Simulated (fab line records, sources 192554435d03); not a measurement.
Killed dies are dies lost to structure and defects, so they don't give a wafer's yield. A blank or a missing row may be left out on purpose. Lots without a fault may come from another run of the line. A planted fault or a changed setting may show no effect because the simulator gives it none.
Which tool did it? | flow n5_finfet | 6 lots, 18 wafers sampled, at 3 steps of a route of 1938

WHAT THE GAUGES READ, wafer by wafer
N5_BEOL_M12_INSPECT_55: inspects for defects (darkfield).
lot  | measured     | on                | raw_defect_count
L836 | day 10 14:26 | defect_inspect-02 | 72 82 69
L840 | day 11 14:13 | defect_inspect-02 | 54 45 44
L845 | day 12 12:04 | defect_inspect-02 | 56 44 75
L849 | day 13 19:41 | defect_inspect-01 | 687 672 681
L854 | day 14 15:18 | defect_inspect-01 | 633 702 653
L858 | day 16 07:33 | defect_inspect-02 | 63 53 51

WHICH TOOL RAN EACH LOT (tool, then ch and the chambers of the sampled wafers, then the start)
lot  | N5_BEOL_M12_SPUTTER_43       | N5_BEOL_M12_PRE_CLEAN_52
L836 | pvd_sputter-03, day 10 13:14 | pecvd-02 ch 0,1, day 10 14:18
L840 | pvd_sputter-02, day 11 13:02 | pecvd-01 ch 0,2, day 11 14:06
L845 | pvd_sputter-02, day 12 10:44 | pecvd-01 ch 1,2, day 12 11:57
L849 | pvd_sputter-01, day 13 18:31 | pecvd-01 ch 1,2, day 13 19:34
L854 | pvd_sputter-03, day 14 14:07 | pecvd-01 ch 0,1, day 14 15:11
L858 | pvd_sputter-03, day 16 05:56 | pecvd-02 ch 1,2, day 16 07:26
- N5_BEOL_M12_SPUTTER_43: material TaN, target thk 15 nm, time 24.19 s.
- N5_BEOL_M12_PRE_CLEAN_52: time 15 s.

THE ANSWER, worked out from the rows above alone
Rule: what is usual is taken from the lots themselves. Put in order of their means at a reading, lots are off if they are a third of the lots or fewer, leave a main group of 4 or more, and stand apart from it by a gap of 3 or more times the standard deviation of the main group's means; of several such gaps the widest counts. A main group whose means are all the same, to the digits that the tables above print for the reading, isn't used. A lot without any number at a reading at which 4 lots or more have one is off too. The other lots that the step has rows for count as sound.
Off: L849, L854, at N5_BEOL_M12_INSPECT_55 (raw_defect_count). The main group: mean 59, standard deviation 9.7.
A tool fits if, at a process step before that reading, it ran every lot that is off, and no sound lot after the first of them. The gauges at N5_BEOL_M12_INSPECT_55 are tried like those tools. Can't be told from this: 2 tools fit, pecvd-01 at N5_BEOL_M12_PRE_CLEAN_52, defect_inspect-01 at N5_BEOL_M12_INSPECT_55.

WHAT THE SIMULATOR HAD PUT IN
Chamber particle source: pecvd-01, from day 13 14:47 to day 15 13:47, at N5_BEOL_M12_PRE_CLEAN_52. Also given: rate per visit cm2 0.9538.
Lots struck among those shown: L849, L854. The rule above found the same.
